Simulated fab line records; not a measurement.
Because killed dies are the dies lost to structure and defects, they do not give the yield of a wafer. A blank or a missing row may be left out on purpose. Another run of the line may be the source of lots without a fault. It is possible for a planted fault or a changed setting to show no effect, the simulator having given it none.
Matching of chambers / flow n5_finfet / N5_BEOL_M5_STRIP_64 on rie_diel-02: 4 sister chambers
The step strips in CF4. 8 wafers are shown with their chamber, then 8 later ones without.

## WAFERS WITH THEIR CHAMBER
wafer=L077.3; chamber=1; drypump_motor_current_A (A)=6.3; throttle_valve_pct (%)=13.9
wafer=L088.3; chamber=0; drypump_motor_current_A (A)=6.1; throttle_valve_pct (%)=14.1
wafer=L088.4; chamber=0; drypump_motor_current_A (A)=6.1; throttle_valve_pct (%)=14.1
wafer=L089.5; chamber=2; drypump_motor_current_A (A)=6.0; throttle_valve_pct (%)=14.0
wafer=L090.3; chamber=2; drypump_motor_current_A (A)=5.9; throttle_valve_pct (%)=14.0
wafer=L090.4; chamber=3; drypump_motor_current_A (A)=5.7; throttle_valve_pct (%)=14.1
wafer=L090.5; chamber=3; drypump_motor_current_A (A)=5.7; throttle_valve_pct (%)=14.1
wafer=L093.1; chamber=1; drypump_motor_current_A (A)=6.3; throttle_valve_pct (%)=13.3

## WAFERS MISSING THEIR CHAMBER
wafer=L093.2; drypump_motor_current_A (A)=6.0; throttle_valve_pct (%)=14.0
wafer=L093.3; drypump_motor_current_A (A)=5.7; throttle_valve_pct (%)=14.1
wafer=L095.1; drypump_motor_current_A (A)=5.9; throttle_valve_pct (%)=14.0
wafer=L095.2; drypump_motor_current_A (A)=6.3; throttle_valve_pct (%)=13.3
wafer=L095.3; drypump_motor_current_A (A)=5.7; throttle_valve_pct (%)=14.1
wafer=L096.2; drypump_motor_current_A (A)=6.3; throttle_valve_pct (%)=13.3
wafer=L096.3; drypump_motor_current_A (A)=5.9; throttle_valve_pct (%)=14.0
wafer=L096.4; drypump_motor_current_A (A)=5.9; throttle_valve_pct (%)=14.1

## WHICH CHAMBER EACH WENT THROUGH
wafer=L093.2; from the rows above=can't be placed: 2 or 0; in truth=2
wafer=L093.3; from the rows above=3; in truth=3
wafer=L095.1; from the rows above=2; in truth=2
wafer=L095.2; from the rows above=1; in truth=1
wafer=L095.3; from the rows above=3; in truth=3
wafer=L096.2; from the rows above=1; in truth=1
wafer=L096.3; from the rows above=2; in truth=2
wafer=L096.4; from the rows above=2; in truth=2
7 of 8 placed correctly. Can't be placed from these rows: 1 (the true chamber is among the candidates in 1). Number placed wrongly: 0.
How it was worked out, from the rows above alone: a wafer's distance from a chamber is the root of the sum, over the readings, of the square of ((its reading less the chamber's mean) divided by the reading's scatter). The wafer belongs to the nearest chamber; if the next one is less than 2 further off, it can't be placed. A chamber's mean is the mean of its shown wafers. The scatter: take each reading less its chamber's mean, square it, sum over the shown wafers, divide by the number of wafers less the number of chambers, and take the root.
